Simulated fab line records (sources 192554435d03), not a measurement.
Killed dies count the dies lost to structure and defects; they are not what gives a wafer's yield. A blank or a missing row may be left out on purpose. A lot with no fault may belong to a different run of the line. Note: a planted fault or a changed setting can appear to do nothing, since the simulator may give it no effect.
Lot-split experiment + flow n5-finfet + 39 wafers read across 7 lots, on a route 1938 steps long

== THE SPLIT ITSELF ==
At N5_FIN_SAQP_ALD_61 (deposits SiO2, target thk 4 nm, pulse time 1 s, purge time 2 s), the setting temp-c was moved away from the recipe's 300 C on 12 of the 39 wafers read, by -3.6% to +3.9%. This setting was run at the recipe's value on the other wafers.

The reading comes from the split's own step.

== THE READING ==
SiO2_of_FIN_SAQP_ALD_61.thk-nm (the simulator's own value, which no gauge read), in nm, at N5_FIN_SAQP_ALD_61 (deposits SiO2, target thk 4 nm, pulse time 1 s, purge time 2 s). The file does not state a usual value for it. Across the 27 wafers here that went through the recipe, the average is 4.001 nm and the standard deviation 0.016 nm.

| wafer  | tool, chamber at the split | temp-c as run, C | against the recipe | SiO2_of_FIN_SAQP_ALD_61.thk-nm, nm | against lot-mates on the recipe |
|--------|----------------------------|------------------|--------------------|------------------------------------|---------------------------------|
| L074.1 | ald-sin-04, 2              | 300              | recipe             | 3.979                              | -                               |
| L074.2 | ald-sin-04, 0              | 300              | recipe             | 3.986                              | -                               |
| L074.3 | ald-sin-04, 1              | 311.8            | +3.9%              | 3.929                              | -0.061                          |
| L074.4 | ald-sin-04, 3              | 311.8            | +3.9%              | 3.906                              | -0.084                          |
| L074.5 | ald-sin-04, 3              | 300              | recipe             | 4.004                              | -                               |
| L074.6 | ald-sin-04, 0              | 311.8            | +3.9%              | 3.914                              | -0.076                          |
| L078.1 | ald-sin-04, 0              | 289.2            | -3.6%              | 4.164                              | +0.156                          |
| L078.2 | ald-sin-04, 1              | 300              | recipe             | 4.027                              | -                               |
| L078.3 | ald-sin-04, 2              | 289.2            | -3.6%              | 4.153                              | +0.145                          |
| L078.4 | ald-sin-04, 3              | 300              | recipe             | 3.994                              | -                               |
| L078.5 | ald-sin-04, 0              | 300              | recipe             | 4.003                              | -                               |
| L078.6 | ald-sin-04, 3              | 289.2            | -3.6%              | 4.156                              | +0.148                          |
| L081.1 | ald-sin-02, 3              | 292.6            | -2.5%              | 4.127                              | +0.128                          |
| L081.2 | ald-sin-02, 0              | 292.6            | -2.5%              | 4.1                                | +0.101                          |
| L081.3 | ald-sin-02, 2              | 300              | recipe             | 3.995                              | -                               |
| L081.4 | ald-sin-02, 2              | 292.6            | -2.5%              | 4.086                              | +0.087                          |
| L081.5 | ald-sin-02, 3              | 300              | recipe             | 4.013                              | -                               |
| L081.6 | ald-sin-02, 0              | 300              | recipe             | 3.989                              | -                               |
| L086.2 | ald-sin-04, 1              | 300              | recipe             | 4.013                              | -                               |
| L086.5 | ald-sin-04, 2              | 300              | recipe             | 4.003                              | -                               |
| L086.6 | ald-sin-04, 1              | 300              | recipe             | 3.988                              | -                               |
| L088.1 | ald-sin-04, 3              | 300              | recipe             | 4.01                               | -                               |
| L088.2 | ald-sin-04, 2              | 300              | recipe             | 3.976                              | -                               |
| L088.3 | ald-sin-04, 1              | 300              | recipe             | 4.02                               | -                               |
| L088.4 | ald-sin-04, 0              | 300              | recipe             | 4.017                              | -                               |
| L088.5 | ald-sin-04, 2              | 300              | recipe             | 4.006                              | -                               |
| L088.6 | ald-sin-04, 1              | 300              | recipe             | 4.009                              | -                               |
| L095.1 | ald-sin-03, 0              | 300              | recipe             | 3.975                              | -                               |
| L095.2 | ald-sin-03, 3              | 304.9            | +1.6%              | 3.944                              | -0.031                          |
| L095.3 | ald-sin-03, 2              | 300              | recipe             | 3.977                              | -                               |
| L095.4 | ald-sin-03, 1              | 304.9            | +1.6%              | 3.966                              | -0.009                          |
| L095.5 | ald-sin-03, 1              | 304.9            | +1.6%              | 3.938                              | -0.037                          |
| L095.6 | ald-sin-03, 0              | 300              | recipe             | 3.973                              | -                               |
| L096.1 | ald-sin-04, 0              | 300              | recipe             | 4.002                              | -                               |
| L096.2 | ald-sin-04, 3              | 300              | recipe             | 4.001                              | -                               |
| L096.3 | ald-sin-04, 2              | 300              | recipe             | 3.996                              | -                               |
| L096.4 | ald-sin-04, 1              | 300              | recipe             | 4.016                              | -                               |
| L096.5 | ald-sin-04, 1              | 300              | recipe             | 4.021                              | -                               |
| L096.6 | ald-sin-04, 2              | 300              | recipe             | 4.023                              | -                               |

THE FIT
A straight line over all 39 wafers: SiO2_of_FIN_SAQP_ALD_61.thk-nm changes by -0.0331 nm for each +1% of temp-c; r = -0.93; the points scatter about the line by 0.022 nm.
The same after taking each lot's own level away (the mean of its wafers on the recipe; 39 wafers): -0.0302 nm for each +1%; r = -0.93; scatter 0.021 nm.
According to that fit, moving temp-c by its largest amount changes the reading by 0.12 nm.
The lots' own levels span 3.9750 to 4.0098 nm, that is 2.2 times the standard deviation above.
The two slopes agree, so the slope changes little with the lot-to-lot level.
Check: with one of the wafers moved furthest among these (+3.9%) left out of the fit, the line predicts -0.118 nm for it against its lot-mates. It came out at -0.0607 nm against them.

== ADDITIONAL SPLITS CARRIED BY THESE WAFERS ==
Before the reading, these wafers also passed through other splits. Each is held against what the fit with the lots' levels taken away leaves over:
| other split on the same wafers    | wafers away from the commonest value | r with SiO2_of_FIN_SAQP_ALD_61.thk-nm (lot level and that fit taken away) |
|-----------------------------------|--------------------------------------|---------------------------------------------------------------------------|
| N5_WELL_APT_IMPLANT_14 energy-kev | 15                                   | +0.18                                                                     |

== THE FILE'S OWN FIT ==
SiO2_of_FIN_SAQP_ALD_61.thk-nm changes by -0.0304 nm for each +1% of temp-c, r = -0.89.
